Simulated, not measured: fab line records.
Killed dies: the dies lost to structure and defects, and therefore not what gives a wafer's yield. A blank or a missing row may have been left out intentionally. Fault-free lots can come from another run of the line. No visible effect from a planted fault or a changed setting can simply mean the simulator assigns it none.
Chamber matching | flow nand harc | 4 sister chambers for NHARC_A_DECK1_JOINT_ETCHBACK_07 on rie si-06
The step etches the open film in HBr, target depth 105 nm, time 26.9 s. 4 wafers are shown with their chamber, then 9 later ones without.

== WAFERS PAIRED WITH THEIR CHAMBERS ==
wafer  | chamber | drypump motor current A (A)
L085.2 | 0       | 4.8
L088.2 | 2       | 5.4
L088.4 | 3       | 6.1
L088.6 | 1       | 6.1

== WAFERS WHOSE CHAMBER IS MISSING ==
wafer  | drypump motor current A (A)
L087.1 | 6.1
L087.2 | 4.8
L087.3 | 5.5
L094.1 | 6.1
L094.2 | 4.8
L094.3 | 6.1
L095.2 | 5.4
L095.4 | 6.1
L095.5 | 5.4

== WHICH CHAMBER EACH WENT THROUGH ==
wafer  | from the rows above     | in truth
L087.1 | can't be placed: 1 or 3 | 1
L087.2 | 0                       | 0
L087.3 | 2                       | 2
L094.1 | can't be placed: 1 or 3 | 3
L094.2 | 0                       | 0
L094.3 | can't be placed: 1 or 3 | 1
L095.2 | 2                       | 2
L095.4 | can't be placed: 1 or 3 | 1
L095.5 | 2                       | 2
Correctly placed: 5 of 9. These rows do not allow placing 4 (true chamber among the candidates in 4). 0 placed wrongly.
How it was worked out, from the rows above alone: a wafer's distance from a chamber is the root of the sum, over the readings, of the square of ((its reading less the chamber's mean) divided by the reading's scatter). The wafer belongs to the nearest chamber; if the next one is less than 2 further off, it can't be placed. Each chamber's mean is taken over the wafers shown for it. The scatter (one wafer shown for each chamber): square how far every hidden wafer sits from the nearest shown wafer, average those squares and take the square root.
